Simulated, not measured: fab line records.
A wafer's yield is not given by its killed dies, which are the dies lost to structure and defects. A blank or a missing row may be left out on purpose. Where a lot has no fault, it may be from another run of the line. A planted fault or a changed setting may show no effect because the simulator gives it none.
fab line records -- flow nandHarc
[record] lots = 10, wafers = 30, lastDay = 34
route steps=1302 shown A_CONTACT@1045
lots that met no fault: taken from a fault-free run of the same line
startH: hours from the record's first day to the start of the lot's first wafer shown -- waitH: hours elapsed since this lot's preceding step -- " as in the row above -- L1.1+2: a single row standing in for several wafers -- - no value, or no start was given -- * or withheld: withheld -- < > ~ a bound
route shown NAME@n: NAME is a module with steps in the file, n the number in the route of the first one -- usual: mean/standard deviation of fault-free wafers -- same: alike in all rows -- chamber/n: place in a boat -- sites: readings site by site -- _std_site: the standard deviation of these -- _edge_site: outer sites' mean less inner sites' -- radiusMm: how far each site lies from the wafer's centre -- mask NAME#n: copy n -- behind: tool/chamber where the wafer was last shaped -- hold: why the lot was held/for how many hours/how that ended -- device: the n, p or np transistor that did not switch -- end of line: the route-end tests of the same wafers -- for a step that has no rows: nothing shown but its recipe -- killed: at the first sort, the dies lost to defects and structure; wafer yield is something else -- map: a wafer's dies, marking killed ones x, the rest . and places with no die _
set.NAME: the setting the step ran with; set.NAME@STEP: the setting that earlier step ran with -- model.NAME: the simulator's own value behind a step, which no gauge read
route steps across a sampled set of lots; one table per step, one row per wafer
services: a tool's chamber out of use, with start hour (startH, from the record's first day; less than 0 if before it), hours out, and reason
[[steps]]
[step NHARC_A_CONTACT_ETCH_77]
[recipe] targetDepthA = 1089, timeS = 54.5, cf4FlowSccm = 100, chf3FlowSccm = 30, arFlowSccm = 0, rfW = 500, biasW = 200, chemistry = CF4/CHF3
[usual] biasW = 200.0/0.66, cf4FlowSccm = 99.98/0.3, drypumpMotorCurrentA = 5.77/0.26, oesProductAu = 0.939/0.019, rfVppV = 371.1/2.9, showerheadPlenumPTorr = 1.58/0.078, throttleValvePct = 16.803/0.0095
lot.wafer,tool,chamber,startH,waitH,biasW,cf4FlowSccm,drypumpMotorCurrentA,oesProductAu,rfHoursCounterH,rfVppV,showerheadPlenumPTorr,throttleValvePct
L500.1,rieDiel-05,1,-,-,200.1,99.60,6.15,0.915,34,375.1,1.68,16.795
L500.2,rieDiel-05,2,-,-,200.6,99.66,5.78,0.929,40,369.2,1.53,16.794
L500.6,rieDiel-05,0,-,-,199.3,100.13,5.62,0.929,-,375.3,1.69,16.791
L501.3,rieDiel-04,2,-,-,201.1,100.23,5.97,0.925,1,373.4,1.62,16.818
L501.2,rieDiel-04,3,-,-,199.8,100.02,5.69,0.925,2,373.9,1.66,16.804
L501.5,rieDiel-04,3,-,-,199.4,100.32,5.70,0.928,-,374.0,1.66,16.801
L502.2,rieDiel-04,3,-,-,200.7,99.21,5.70,0.928,3,374.2,1.66,16.781
L502.4,rieDiel-04,1,-,-,199.1,100.07,5.50,0.937,2,368.6,1.52,16.794
L502.3,rieDiel-04,2,-,-,200.6,99.80,6.00,0.929,2,373.4,1.62,16.819
L504.3,rieDiel-08,3,-,-,200.4,99.75,5.18,0.928,11,370.2,1.56,16.810
L504.1,rieDiel-08,1,-,-,200.4,100.06,6.28,0.955,12,374.1,1.67,16.789
L504.5,rieDiel-08,3,-,-,200.2,100.57,5.21,0.945,-,372.2,1.56,16.804
L508.3,rieDiel-04,0,-,-,200.4,99.52,5.82,0.968,14,366.7,1.46,16.797
L508.2,rieDiel-04,1,-,-,199.9,99.69,5.41,0.970,13,368.7,1.52,16.790
L508.5,rieDiel-04,3,-,-,201.0,100.21,5.70,0.974,-,375.3,1.66,16.809
L510.3,rieDiel-04,2,-,-,198.6,100.19,6.01,0.948,20,371.9,1.62,16.794
L510.2,rieDiel-04,0,-,-,200.2,100.18,5.78,0.927,21,365.6,1.46,16.802
L510.5,rieDiel-04,2,-,-,198.8,99.74,6.02,0.933,-,373.5,1.62,16.794
L515.2,rieDiel-04,3,-,-,199.1,100.05,5.70,0.935,26,373.8,1.66,16.807
L515.4,rieDiel-04,2,-,-,200.3,100.16,6.02,0.946,25,372.0,1.62,16.808
L515.5,rieDiel-04,0,-,-,199.2,99.90,5.79,0.932,-,365.8,1.45,16.784
L517.3,rieDiel-04,1,-,-,200.0,99.83,5.43,0.971,0,370.8,1.52,16.801
L517.1,rieDiel-04,0,-,-,199.9,99.95,5.76,0.941,0,375.1,1.70,16.804
L517.5,rieDiel-04,2,-,-,200.2,100.51,6.01,0.964,-,371.4,1.62,16.827
L518.4,rieDiel-04,1,-,-,199.3,100.53,5.47,0.973,1,370.7,1.52,16.799
L518.1,rieDiel-04,3,-,-,200.0,99.35,5.70,0.974,1,372.9,1.66,16.804
L518.3,rieDiel-04,0,-,-,200.1,100.12,5.82,0.969,1,375.4,1.70,16.795
L519.4,rieDiel-08,2,-,-,200.9,99.56,5.95,0.935,2,373.6,1.67,16.797
L519.3,rieDiel-08,0,-,-,200.0,100.07,5.89,0.919,3,369.0,1.52,16.814
L519.6,rieDiel-08,2,-,-,200.5,99.29,5.96,0.920,-,373.6,1.67,16.815
[step NHARC_A_CONTACT_ETCH_78]
[recipe] targetDepthA = 53000, overEtchFrac = 0.3, timeS = 1378, ionEnergyEv = 150, o2FlowSccm = 400, cosFlowSccm = 20, arFlowSccm = 0, rfW = 500, biasW = 300, chemistry = O2/COS
[usual] biasW = 300.1/0.95, chamberPressureMTorr = 19.999/0.017, drypumpMotorCurrentA = 5.79/0.26, oesProductAu = 1.002/0.01, rfVppV = 314.5/2.3, showerheadPlenumPTorr = 3.14/0.15, throttleValvePct = 28.331/0.0086
[same] overEtchFrac = 0.3
lot.wafer,tool,chamber,startH,waitH,biasW,chamberPressureMTorr,drypumpMotorCurrentA,oesProductAu,rfHoursCounterH,rfVppV,showerheadPlenumPTorr,throttleValvePct
L500.1,rieDiel-05,1,-,-,302.1,20.001,6.15,0.990,34,317.9,3.33,28.328
L500.2,rieDiel-05,3,-,-,300.2,20.017,5.99,0.993,40,314.0,3.07,28.319
L500.6,rieDiel-05,1,-,-,301.0,20.007,6.14,0.984,-,317.6,3.32,28.331
L501.2,rieDiel-04,1,-,-,299.0,19.977,5.47,1.015,2,311.4,3.03,28.333
L501.3,rieDiel-04,2,-,-,298.2,20.011,5.99,1.002,2,313.8,3.22,28.320
L501.5,rieDiel-04,0,-,-,300.2,19.974,5.79,1.006,-,311.7,2.90,28.329
L502.2,rieDiel-04,0,-,-,300.7,19.981,5.81,1.004,3,310.9,2.89,28.329
L502.4,rieDiel-04,1,-,-,299.1,19.998,5.49,1.009,2,313.0,3.03,28.330
L502.3,rieDiel-04,2,-,-,299.1,20.006,6.01,1.011,2,315.4,3.22,28.324
L504.3,rieDiel-08,0,-,-,300.0,19.990,5.89,1.023,12,312.2,3.04,28.336
L504.1,rieDiel-08,2,-,-,299.8,19.982,5.96,1.020,10,316.7,3.34,28.329
L504.5,rieDiel-08,0,-,-,299.2,20.030,5.90,1.018,-,312.9,3.04,28.333
L508.3,rieDiel-04,1,-,-,300.4,19.988,5.46,1.007,14,312.4,3.02,28.333
L508.2,rieDiel-04,2,-,-,301.9,20.008,6.03,1.009,13,315.2,3.22,28.326
L508.5,rieDiel-04,2,-,-,301.0,20.012,6.04,0.996,-,314.2,3.22,28.328
L510.2,rieDiel-04,2,-,-,299.2,20.000,6.03,1.017,20,314.4,3.21,28.345
L510.3,rieDiel-04,0,-,-,300.1,19.998,5.82,0.997,21,311.7,2.89,28.318
L510.5,rieDiel-04,2,-,-,298.7,20.011,6.02,1.011,-,316.2,3.21,28.349
L515.4,rieDiel-04,0,-,-,298.8,19.981,5.83,1.000,26,312.2,2.88,28.335
L515.2,rieDiel-04,3,-,-,298.9,19.985,5.72,1.007,26,317.2,3.29,28.325
L515.5,rieDiel-04,1,-,-,299.6,20.001,5.47,1.005,-,313.3,3.01,28.332
L517.1,rieDiel-04,0,-,-,298.8,20.040,5.80,0.973,0,318.7,3.37,28.332
L517.3,rieDiel-04,2,-,-,301.8,19.987,6.01,0.990,1,315.6,3.21,28.336
L517.5,rieDiel-04,1,-,-,300.3,20.003,5.47,1.004,-,313.5,3.01,28.325
L518.1,rieDiel-04,1,-,-,299.5,20.015,5.53,1.005,2,312.6,3.01,28.327
L518.3,rieDiel-04,2,-,-,301.4,19.975,6.01,0.990,1,316.5,3.21,28.330
L518.4,rieDiel-04,3,-,-,299.9,19.999,5.73,0.995,1,317.4,3.28,28.326
L519.4,rieDiel-08,3,-,-,299.2,20.009,5.18,1.000,3,313.6,3.07,28.321
L519.3,rieDiel-08,1,-,-,300.1,19.999,6.30,0.988,3,318.0,3.29,28.338
L519.6,rieDiel-08,0,-,-,299.6,19.998,5.91,0.985,-,312.5,3.01,28.318
[step NHARC_A_CONTACT_ETCH_133]
[recipe] sourceW = withheld, pressureMtorr = 20, biasV = 400, timeS = 374, targetDepthA = 16100, arFlowSccm = withheld, c4f8FlowSccm = 11.5, o2FlowSccm = 7.2, chemistry = C4F8/O2/Ar
[usual] chamberPressureMTorr = 20.001/0.02, oesAirLineAu = 0.999/0.02
lot.wafer,tool,chamber,startH,waitH,chamberPressureMTorr,oesAirLineAu,rfHoursCounterH
L500.1,harCapEtch-01,0,526.85,0.1,20.002,1.021,3
L500.2,harCapEtch-01,1,526.85,0.1,19.985,1.001,3
L500.6,harCapEtch-01,0,526.85,0.1,20.006,1.045,-
L501.2,harCapEtch-03,0,552.56,0.1,20.028,0.983,55
L501.3,harCapEtch-03,0,552.56,0.1,19.998,1.019,-
L501.5,harCapEtch-03,1,552.56,0.1,20.015,0.960,-
L502.2,harCapEtch-02,0,555.83,0.2,20.030,0.989,95
L502.3,harCapEtch-02,1,555.83,0.2,20.016,0.982,-
L502.4,harCapEtch-02,0,555.83,0.2,20.024,1.017,-
L504.1,harCapEtch-01,1,587.74,0.2,19.995,0.986,14
L504.3,harCapEtch-01,0,587.74,0.2,20.025,0.979,-
L504.5,harCapEtch-01,1,587.74,0.2,20.011,1.009,-
L508.2,harCapEtch-01,1,627.22,0.2,19.993,0.979,20
L508.3,harCapEtch-01,0,627.22,0.2,19.996,1.017,-
L508.5,harCapEtch-01,1,627.22,0.2,20.020,0.982,-
L510.2,harCapEtch-03,1,654.48,0.1,19.978,0.985,70
L510.3,harCapEtch-03,1,654.48,0.1,20.005,0.975,-
L510.5,harCapEtch-03,0,654.48,0.1,20.033,0.966,-
L515.2,harCapEtch-02,0,700.26,0.3,20.017,1.012,117
L515.4,harCapEtch-02,0,700.26,0.3,20.036,1.011,-
L515.5,harCapEtch-02,0,700.26,0.3,19.994,1.027,-
L517.1,harCapEtch-02,1,721.53,0.2,20.021,0.999,121
L517.3,harCapEtch-02,0,721.53,0.2,19.992,1.015,-
L517.5,harCapEtch-02,1,721.53,0.2,19.982,1.026,-
L518.1,harCapEtch-03,0,726.27,0.2,19.971,1.038,81
L518.4,harCapEtch-03,1,726.27,0.2,19.987,0.998,-
L518.3,harCapEtch-03,0,726.27,0.2,20.038,1.015,-
L519.4,harCapEtch-03,1,742.12,0.2,20.012,0.984,-
L519.3,harCapEtch-03,0,742.12,0.2,20.011,1.019,-
L519.6,harCapEtch-03,0,742.12,0.2,20.002,0.972,-
[step NHARC_A_CONTACT_ETCH_106]
[recipe] targetDepthA = 900, overetchA = 90, timeS = 49.5, ionEnergyEv = 100, cf4FlowSccm = 80, o2FlowSccm = 20, arFlowSccm = 0, rfW = 300, biasW = 100, chemistry = CF4/O2
[usual] biasW = 100.0/0.32, cf4FlowSccm = 80.00/0.23, drypumpMotorCurrentA = 5.78/0.25, oesProductAu = 1.002/0.0092, rfVppV = 198.0/1.7, showerheadPlenumPTorr = 1.34/0.07, throttleValvePct = 13.397/0.0094
lot.wafer,tool,chamber,startH,waitH,biasW,cf4FlowSccm,drypumpMotorCurrentA,oesProductAu,rfHoursCounterH,rfVppV,showerheadPlenumPTorr,throttleValvePct
L500.1,rieDiel-04,2,528.21,0.1,99.9,80.17,5.99,0.981,26,198.9,1.38,13.398
L500.2,rieDiel-04,0,528.21,0.1,100.1,80.06,5.80,0.990,27,196.2,1.24,13.412
L500.6,rieDiel-04,2,528.21,0.1,100.1,79.99,5.98,0.995,-,199.3,1.38,13.409
L501.2,rieDiel-05,3,553.94,0.1,100.4,79.88,5.98,1.001,51,198.6,1.31,13.407
L501.3,rieDiel-05,1,553.94,0.1,99.8,80.63,6.15,0.995,49,200.6,1.42,13.411
L501.5,rieDiel-05,2,553.94,0.1,99.9,79.61,5.77,1.007,-,196.6,1.29,13.386
L502.2,rieDiel-08,1,557.06,0.0,100.4,79.90,6.31,1.001,1,200.5,1.42,13.395
L502.4,rieDiel-08,2,557.06,0.0,100.0,79.70,5.97,1.005,1,200.8,1.43,13.400
L502.3,rieDiel-08,0,557.06,0.0,100.2,79.96,5.88,1.016,1,196.9,1.30,13.405
L504.3,rieDiel-04,1,588.96,0.1,100.7,80.11,5.43,1.017,8,196.1,1.29,13.400
L504.1,rieDiel-04,3,588.96,0.1,100.2,80.17,5.70,0.995,8,199.3,1.41,13.402
L504.5,rieDiel-04,1,588.96,0.1,100.0,79.87,5.43,1.016,-,197.3,1.29,13.410
L508.3,rieDiel-05,3,628.49,0.1,100.2,79.85,5.99,1.005,4,198.3,1.31,13.411
L508.2,rieDiel-05,2,628.49,0.1,100.4,80.19,5.79,0.995,4,197.1,1.29,13.400
L508.5,rieDiel-05,2,628.49,0.1,99.9,79.93,5.76,0.996,-,197.5,1.29,13.389
L510.3,rieDiel-04,0,655.94,0.1,99.7,80.10,5.81,0.997,21,195.2,1.23,13.400
L510.2,rieDiel-04,2,655.94,0.1,100.3,79.93,6.04,1.014,21,198.3,1.38,13.406
L510.5,rieDiel-04,0,655.94,0.1,99.6,80.15,5.79,1.003,-,195.8,1.23,13.429
L515.2,rieDiel-04,1,701.61,0.1,-,-,-,-,-,-,-,-
L515.4,rieDiel-04,0,701.61,0.1,-,-,-,-,-,-,-,-
L515.5,rieDiel-04,2,701.61,0.1,-,-,-,-,-,-,-,-
L517.1,rieDiel-05,1,722.77,0.1,-,-,-,-,-,-,-,-
L517.3,rieDiel-05,3,722.77,0.1,-,-,-,-,-,-,-,-
L517.5,rieDiel-05,0,722.77,0.1,-,-,-,-,-,-,-,-
L518.3,rieDiel-04,1,727.75,0.3,99.8,79.80,5.49,1.001,2,196.8,1.29,13.390
L518.1,rieDiel-04,2,727.75,0.3,100.2,79.89,6.03,0.987,2,198.3,1.37,13.388
L518.4,rieDiel-04,3,727.75,0.3,99.3,79.77,5.68,0.987,2,199.9,1.41,13.399
L519.3,rieDiel-04,0,743.35,0.1,100.0,79.83,5.76,0.983,7,199.8,1.44,13.397
L519.4,rieDiel-04,3,743.35,0.1,100.3,80.16,5.70,0.989,-,199.7,1.41,13.410
L519.6,rieDiel-04,0,743.35,0.1,99.7,79.74,5.75,1.005,-,200.5,1.44,13.419
[[services]]
tool,chamber,startH,hours,kind
rieDiel-04,0,511.36,-,clean
rieDiel-04,1,511.36,-,clean
rieDiel-04,2,511.36,-,clean
rieDiel-04,3,511.36,-,clean
rieDiel-04,-,531.91,9.0,pm
rieDiel-04,0,531.91,9.0,ventCycle
rieDiel-04,1,531.91,9.0,ventCycle
rieDiel-04,2,531.91,9.0,ventCycle
rieDiel-04,3,531.91,9.0,ventCycle
rieDiel-04,0,540.91,-,clean
rieDiel-04,1,540.91,-,clean
rieDiel-04,2,540.91,-,clean
rieDiel-04,3,540.91,-,clean
rieDiel-08,-,544.85,9.0,pm
rieDiel-05,-,583.25,28.3,repair
rieDiel-04,-,616.43,2.0,repair
rieDiel-05,0,628.17,1.2,repair
rieDiel-08,0,636.49,8.3,repair
rieDiel-04,2,639.55,1.3,repair
rieDiel-04,2,682.78,1.9,repair
rieDiel-05,1,683.33,7.7,repair
rieDiel-04,-,708.91,9.0,pm
rieDiel-08,-,722.06,9.0,pm
rieDiel-04,1,734.00,10.8,repair
[[key]]
[firstSign] step = NHARC_A_CONTACT_ETCH_106, reading = toolRecord, direction = missing
effect none on later readings
metAt NHARC_A_CONTACT_ETCH_106
struckLots L515,L517
testerLeftOut L515,L517
notActingAt NHARC_A_CONTACT_ETCH_77,NHARC_A_CONTACT_ETCH_78,NHARC_A_CONTACT_ETCH_133
onsetBetween 655.94 701.61
[fault] kind = skippedStepWhole, tool = rieDiel-04,rieDiel-05, chamber = -, onsetH = 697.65, steps = NHARC_A_CONTACT_ETCH_106, scope = struckLotsOnly
// testerLeftOut: of these lots the tester's yield and bins aren't shown, on N5 and GAA mostly nor the transistor test; their killed dies are dies lost to structure and defects alone, not to doping, threshold or leakage, so they don't give the yield
